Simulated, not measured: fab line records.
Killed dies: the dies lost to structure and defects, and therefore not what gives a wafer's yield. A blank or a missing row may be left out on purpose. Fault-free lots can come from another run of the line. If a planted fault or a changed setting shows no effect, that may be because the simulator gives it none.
fab line records | flow nand-harc | part 2 of 2: steps 36 to 48 of 48
record lots=5 | wafers=15 | last-day=33
route steps=1302 shown P_GATE@178 P_CONTACT@217
lots that met no fault: taken from a fault-free run of the same line
start-h: hours from the record's opening day to when the first of the lot's shown wafers began | wait-h: how many hours have passed since the lot's step before this one | " unchanged from the row above | L1.1+2: a single row standing in for several wafers | - no value present, or no start provided | * or withheld: withheld | < > ~ a bound
route shown NAME@n: names a module that has steps shown in the file, with the first one's number in the route | usual: mean/standard deviation of fault-free wafers | same: alike in all rows | chamber/n: place in a boat | sites: readings site by site | _std_site: their standard deviation | _edge_site: outer sites' mean less inner sites' | radius-mm: for every site, how far away it sits from the centre of the wafer | mask NAME#n: copy n | behind: tool/chamber where the wafer was last shaped | hold: the reason the lot was held/the length of the hold in hours/how it ended | device: which transistor (n, p or np) failed to switch | end of line: the tests these same wafers got at the end of their route | a step without rows: its recipe alone | killed: at the first sort, the dies lost to defects and structure; wafer yield is something else | map: per-die view of a wafer (x killed, . not killed, _ where there is no die)
set.NAME: the setting the step ran with; set.NAME@STEP: the setting that earlier step ran with | model.NAME: the simulator's own value behind a step, which no gauge read
lots at selected steps of the route; one table per step, one row per wafer
services: the hour from which a tool's chamber was out of use, counted from the record's first day as start-h (under 0 if before that day), plus the number of hours and why
## steps
# step NHARC_P_GATE_RTA_80
# recipe temp-c=300 | time-s=30
# usual anneal-temp-c-max=302.1/0.4 | lamp-power-pct=2.000/0.028 | wafer_temp_C_max=301.7/0.55
lot.wafer | tool          | chamber | start-h | wait-h | anneal-temp-c-max | lamp-power-pct | wafer_temp_C_max
L080.2    | rtp-anneal-01 | 0       | 177.56  | -      | 301.9             | 2.022          | 301.6
L080.4    | "             | 0       | "       | "      | 301.4             | 2.022          | 301.8
L080.5    | "             | 0       | "       | "      | 302.9             | 2.025          | 301.5
L092.1    | rtp-anneal-02 | 0       | 300.56  | -      | 303.3             | 1.974          | 300.8
L092.2    | "             | 0       | "       | "      | 302.2             | 1.971          | 300.7
L092.4    | "             | 0       | "       | "      | 302.5             | 1.972          | 301.3
L093.4    | rtp-anneal-02 | 0       | 312.56  | -      | 302.8             | 1.967          | 301.6
L093.5    | "             | 0       | "       | "      | 301.8             | 1.968          | 301.8
L093.6    | "             | 0       | "       | "      | 302.5             | 1.969          | 301.2
L096.1    | rtp-anneal-02 | 0       | 331.37  | -      | 302.5             | 1.975          | 301.5
L096.3    | "             | 0       | "       | "      | 301.8             | 1.977          | 301.4
L096.6    | "             | 0       | "       | "      | 302.5             | 1.973          | 301.3
L095.1    | rtp-anneal-02 | 0       | 332.12  | -      | 302.2             | 1.966          | 301.5
L095.3    | "             | 0       | "       | "      | 301.7             | 1.967          | 301.3
L095.6    | "             | 0       | "       | "      | 302.4             | 1.969          | 301.2
# step NHARC_P_GATE_STRIP_67
# recipe time-s=600 | temp-c=130 | chemistry=SPM
lot.wafer  | tool         | chamber | start-h | wait-h
L080.4+5+2 | wet-bench-06 | 0,1,4   | 177.75  | 0.1
L092.4+2+1 | wet-bench-06 | 2,3,4   | 300.78  | 0.1
L093.4+5+6 | wet-bench-09 | 2,3,6   | 312.68  | 0.1
L096.3+1+6 | wet-bench-04 | 7,0,2   | 331.57  | 0.1
L095.1+3+6 | wet-bench-09 | 1,3,5   | 332.33  | 0.2
# step NHARC_P_GATE_RTA_82
# recipe temp-c=450 | time-s=30
# usual anneal-temp-c-max=453.1/0.66 | lamp-power-pct=3.92/0.054 | wafer_temp_C_max=452.2/0.84
lot.wafer | tool          | chamber | start-h | wait-h | anneal-temp-c-max | lamp-power-pct | wafer_temp_C_max
L080.2    | rtp-anneal-02 | 0       | 178.06  | -      | 452.9             | 3.88           | 451.8
L080.4    | "             | 0       | "       | "      | 453.7             | 3.87           | 451.4
L080.5    | "             | 0       | "       | "      | 452.5             | 3.88           | 451.4
L092.1    | rtp-anneal-01 | 0       | 301.07  | -      | 452.7             | 3.98           | 453.4
L092.2    | "             | 0       | "       | "      | 452.6             | 3.98           | 452.9
L092.4    | "             | 0       | "       | "      | 452.9             | 3.98           | 452.9
L093.4    | rtp-anneal-01 | 0       | 313.11  | -      | 452.6             | 3.98           | 452.8
L093.5    | "             | 0       | "       | "      | 452.5             | 3.97           | 452.5
L093.6    | "             | 0       | "       | "      | 453.5             | 3.98           | 452.7
L096.1    | rtp-anneal-02 | 0       | 331.82  | -      | 453.6             | 3.87           | 451.2
L096.3    | "             | 0       | "       | "      | 454.1             | 3.87           | 452.5
L096.6    | "             | 0       | "       | "      | 452.9             | 3.88           | 451.5
L095.1    | rtp-anneal-01 | 0       | 332.58  | -      | 452.3             | 3.98           | 452.8
L095.3    | "             | 0       | "       | "      | 452.9             | 3.98           | 453.2
L095.6    | "             | 0       | "       | "      | 452.3             | 3.98           | 453.6
# step NHARC_P_GATE_INSPECT_68
# usual raw-defect-count=199/89
lot.wafer | tool              | chamber | start-h | wait-h | raw-defect-count
L080.2    | defect-inspect-02 | -       | 178.23  | 0.1    | 162
L080.4    | "                 | -       | "       | "      | 227
L080.5    | "                 | -       | "       | "      | 202
L092.1    | defect-inspect-01 | -       | 301.27  | 0.2    | 230
L092.2    | "                 | -       | "       | "      | 178
L092.4    | "                 | -       | "       | "      | 330
L093.4    | defect-inspect-02 | -       | 313.22  | 0.1    | 302
L093.5    | "                 | -       | "       | "      | 145
L093.6    | "                 | -       | "       | "      | 86
L096.1    | defect-inspect-02 | -       | 332.02  | 0.2    | 172
L096.3    | "                 | -       | "       | "      | 150
L096.6    | "                 | -       | "       | "      | 209
L095.1    | defect-inspect-02 | -       | 332.78  | 0.2    | 106
L095.3    | "                 | -       | "       | "      | 162
L095.6    | "                 | -       | "       | "      | 187
# step NHARC_P_CONTACT_DEP_30
# recipe target-thk-a=300 | temp-c=400 | target-thk-nm=30 | flow-sccm=200 | rf-w=450 | material=SiNx
# usual heater-power-w=656/70
lot.wafer | tool     | chamber | start-h | wait-h | heater-power-w
L080.2    | pecvd-02 | 0       | 178.37  | 0.1    | 651
L080.4    | "        | 1       | "       | "      | 554
L080.5    | "        | 2       | "       | "      | 624
L092.1    | pecvd-02 | 1       | 301.34  | 0.1    | 601
L092.2    | "        | 2       | "       | "      | 801
L092.4    | "        | 0       | "       | "      | 650
L093.4    | pecvd-04 | 2       | 313.41  | 0.2    | 639
L093.6    | "        | 0       | "       | "      | 646
L093.5    | "        | 1       | "       | "      | 656
L096.3    | pecvd-04 | 0       | 332.13  | 0.1    | 728
L096.1    | "        | 1       | "       | "      | 608
L096.6    | "        | 0       | "       | "      | 738
L095.1    | pecvd-04 | 0       | 332.85  | 0.1    | 715
L095.3    | "        | 2       | "       | "      | 635
L095.6    | "        | 1       | "       | "      | 661
# step NHARC_P_CONTACT_DEP_00
# recipe target-thk-a=5000 | temp-c=400 | pressure-torr=6.5 | rf-w=900 | teos-flow-sccm=161.4 | flow-sccm=2650 | target-thk-nm=500 | gas=O2 | material=SiO2
# usual heater-power-w=496/71 | throttle-valve-pct=16.2/0.46
lot.wafer | tool     | chamber | start-h | wait-h | heater-power-w | throttle-valve-pct
L080.2    | pecvd-02 | 0       | -       | -      | 460            | 17.0
L080.4    | "        | 1       | "       | "      | 450            | 16.5
L080.5    | "        | 2       | "       | "      | 538            | 15.8
L092.1    | pecvd-02 | 1       | -       | -      | 347            | 15.5
L092.2    | "        | 2       | "       | "      | 643            | 15.7
L092.4    | "        | 0       | "       | "      | 494            | 16.3
L093.4    | pecvd-04 | 2       | -       | -      | 447            | 16.2
L093.6    | "        | 0       | "       | "      | 565            | 16.6
L093.5    | "        | 1       | "       | "      | 516            | 16.4
L096.3    | pecvd-04 | 0       | -       | -      | 518            | 16.4
L096.1    | "        | 1       | "       | "      | 452            | 15.9
L096.6    | "        | 0       | "       | "      | 550            | 16.9
L095.1    | pecvd-04 | 0       | -       | -      | 497            | 16.5
L095.3    | "        | 2       | "       | "      | 387            | 16.5
L095.6    | "        | 1       | "       | "      | 509            | 16.5
# step NHARC_P_CONTACT_CMP_01
# recipe target-thk-nm=200 | material=SiO2
# usual edge-zone-pressure-frac=1.000/0.0049 | motor-current-A=12.5/1.2
lot.wafer | tool   | chamber | start-h | wait-h | edge-zone-pressure-frac | motor-current-A
L080.4    | cmp-03 | 0       | 179.01  | -      | 0.994                   | 10.5
L080.2    | "      | 3       | "       | "      | 0.999                   | 13.3
L080.5    | "      | 1       | "       | "      | 0.993                   | 12.0
L092.1    | cmp-04 | 1       | 302.06  | -      | 1.006                   | 12.4
L092.4    | "      | 2       | "       | "      | 0.992                   | 13.0
L092.2    | "      | 3       | "       | "      | 0.995                   | 14.2
L093.4    | cmp-02 | 1       | 314.07  | -      | 1.003                   | 12.0
L093.6    | "      | 3       | "       | "      | 0.994                   | 11.5
L093.5    | "      | 0       | "       | "      | 1.010                   | 10.6
L096.1    | cmp-04 | 0       | 332.85  | -      | 1.005                   | 15.4
L096.3    | "      | 1       | "       | "      | 1.000                   | 11.9
L096.6    | "      | 2       | "       | "      | 0.993                   | 12.1
L095.1    | cmp-04 | 1       | 333.55  | -      | 0.996                   | 13.2
L095.3    | "      | 0       | "       | "      | 0.999                   | 14.4
L095.6    | "      | 1       | "       | "      | 1.003                   | 13.0
# step NHARC_P_CONTACT_SRD_03
lot.wafer  | tool         | chamber | start-h | wait-h
L080.5+2+4 | wet-bench-03 | 6,0,2   | 179.32  | 0.0
L092.1+2+4 | wet-bench-02 | 1,3,5   | 302.36  | 0.0
L093.4+6+5 | wet-bench-03 | 2,3,6   | 314.32  | 0.0
L096.3+1+6 | wet-bench-02 | 6,1,2   | 333.10  | 0.0
L095.6+1+3 | wet-bench-02 | 2,5,6   | 333.85  | 0.0
# step NHARC_P_CONTACT_DEHYDRATE_04
# recipe temp-c=150 | time-s=120
lot.wafer  | tool           | chamber | start-h | wait-h
L080.2+4+5 | litho-track-01 | 0       | 179.39  | 0.1
L092.1+2+4 | litho-track-06 | 0       | 302.44  | 0.1
L093.4+5+6 | litho-track-01 | 0       | 314.40  | 0.1
L096.1+3+6 | litho-track-04 | 0       | 333.18  | 0.1
L095.1+3+6 | litho-track-06 | 0       | 333.93  | 0.1
# step NHARC_P_CONTACT_HMDS_05
# recipe time-s=30
lot.wafer  | tool           | chamber | start-h | wait-h
L080.2+4+5 | litho-track-01 | 0       | -       | -
L092.1+2+4 | litho-track-06 | 0       | -       | -
L093.4+5+6 | litho-track-01 | 0       | -       | -
L096.1+3+6 | litho-track-04 | 0       | -       | -
L095.1+3+6 | litho-track-06 | 0       | -       | -
# step NHARC_P_CONTACT_COAT_33
# recipe temp-c=260 | time-s=75
lot.wafer  | tool           | chamber | start-h | wait-h
L080.2+4+5 | litho-track-01 | 0       | -       | -
L092.1+2+4 | litho-track-06 | 0       | -       | -
L093.4+5+6 | litho-track-01 | 0       | -       | -
L096.1+3+6 | litho-track-04 | 0       | -       | -
L095.1+3+6 | litho-track-06 | 0       | -       | -
# step NHARC_P_CONTACT_COAT_34
# recipe temp-c=225 | time-s=65
lot.wafer  | tool           | chamber | start-h | wait-h
L080.2+4+5 | litho-track-01 | 0       | -       | -
L092.1+2+4 | litho-track-06 | 0       | -       | -
L093.4+5+6 | litho-track-01 | 0       | -       | -
L096.1+3+6 | litho-track-04 | 0       | -       | -
L095.1+3+6 | litho-track-06 | 0       | -       | -
# step NHARC_P_CONTACT_COAT_06
# recipe spin-rpm=1500 | resist-thk-nm=90
lot.wafer  | tool           | chamber | start-h | wait-h
L080.2+4+5 | litho-track-01 | 0       | -       | -
L092.1+2+4 | litho-track-06 | 0       | -       | -
L093.4+5+6 | litho-track-01 | 0       | -       | -
L096.1+3+6 | litho-track-04 | 0       | -       | -
L095.1+3+6 | litho-track-06 | 0       | -       | -
## services
tool            | chamber | start-h | hours | kind
litho-track-01  | -       | 155.00  | 7.0   | pm
implanter-02    | -       | 157.32  | 4.2   | repair
litho-track-06  | -       | 179.00  | 7.0   | pm
implanter-02    | -       | 188.19  | 2.3   | repair
wet-bench-06    | -       | 193.60  | 8.0   | pm
implanter-02    | -       | 203.99  | 2.4   | repair
wet-bench-06    | -       | 209.96  | 4.3   | repair
pecvd-04        | -       | 224.24  | 1.5   | repair
litho-track-02  | -       | 227.00  | 7.0   | pm
wet-bench-04    | -       | 227.21  | 8.0   | pm
pecvd-04        | 0       | 235.60  | 22.7  | repair
pecvd-04        | 1       | 243.08  | 8.4   | repair
plasma-asher-02 | -       | 249.47  | 9.0   | pm
pvd-sputter-02  | -       | 263.65  | 2.4   | repair
pecvd-04        | -       | 269.02  | 13.0  | pm
implanter-02    | -       | 269.15  | 1.3   | repair
implanter-02    | -       | 271.07  | 1.0   | repair
krf-scanner-01  | -       | 274.52  | 20.5  | repair
litho-track-03  | -       | 275.00  | 7.0   | pm
pvd-sputter-02  | -       | 282.00  | 10.0  | pm
wet-bench-06    | -       | 285.77  | 1.5   | repair
litho-track-05  | -       | 299.00  | 7.0   | pm
plasma-asher-02 | -       | 316.77  | 2.0   | repair
litho-track-01  | -       | 330.00  | 7.0   | pm
